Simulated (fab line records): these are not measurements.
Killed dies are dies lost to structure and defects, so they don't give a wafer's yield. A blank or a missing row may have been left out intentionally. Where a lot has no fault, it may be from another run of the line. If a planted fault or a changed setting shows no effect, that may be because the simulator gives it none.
Matching of chambers / flow n5_finfet / cvd_co-02 running N5_BEOL_M2_PRE_CLEAN_60: 3 sister chambers
The step time 15 s. 3 wafers are shown with their chamber, then 12 later ones without.

== WAFERS PAIRED WITH THEIR CHAMBERS ==
wafer=L091.1; chamber=0; heater_power_w (W)=70
wafer=L091.2; chamber=1; heater_power_w (W)=116
wafer=L091.3; chamber=2; heater_power_w (W)=114

== WAFERS MISSING THEIR CHAMBER ==
wafer=L093.1; heater_power_w (W)=119
wafer=L093.5; heater_power_w (W)=68
wafer=L093.6; heater_power_w (W)=119
wafer=L092.2; heater_power_w (W)=116
wafer=L092.4; heater_power_w (W)=68
wafer=L092.5; heater_power_w (W)=117
wafer=L096.1; heater_power_w (W)=69
wafer=L096.2; heater_power_w (W)=118
wafer=L096.3; heater_power_w (W)=119
wafer=L096.4; heater_power_w (W)=71
wafer=L096.5; heater_power_w (W)=118
wafer=L096.6; heater_power_w (W)=119

== THE CHAMBER EACH PASSED THROUGH ==
wafer=L093.1; from the rows above=can't be placed: 1 or 2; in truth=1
wafer=L093.5; from the rows above=0; in truth=0
wafer=L093.6; from the rows above=can't be placed: 1 or 2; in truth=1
wafer=L092.2; from the rows above=can't be placed: 1 or 2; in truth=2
wafer=L092.4; from the rows above=0; in truth=0
wafer=L092.5; from the rows above=can't be placed: 1 or 2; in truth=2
wafer=L096.1; from the rows above=0; in truth=0
wafer=L096.2; from the rows above=can't be placed: 1 or 2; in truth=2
wafer=L096.3; from the rows above=can't be placed: 1 or 2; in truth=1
wafer=L096.4; from the rows above=0; in truth=0
wafer=L096.5; from the rows above=can't be placed: 1 or 2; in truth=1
wafer=L096.6; from the rows above=can't be placed: 1 or 2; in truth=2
Correctly placed: 4 of 12. Can't be placed from these rows: 8 (the true chamber is among the candidates in 8). 0 placed wrongly.
How it was worked out, from the rows above alone: a wafer's distance from a chamber is the root of the sum, over the readings, of the square of ((its reading less the chamber's mean) divided by the reading's scatter). If the next closest chamber is less than 2 further off than the closest, the wafer can't be placed; otherwise it belongs to the closest. The mean given for a chamber averages the wafers shown for that chamber. The scatter: root of mean squared gap, hidden wafer to nearest shown wafer, with one shown wafer a chamber.
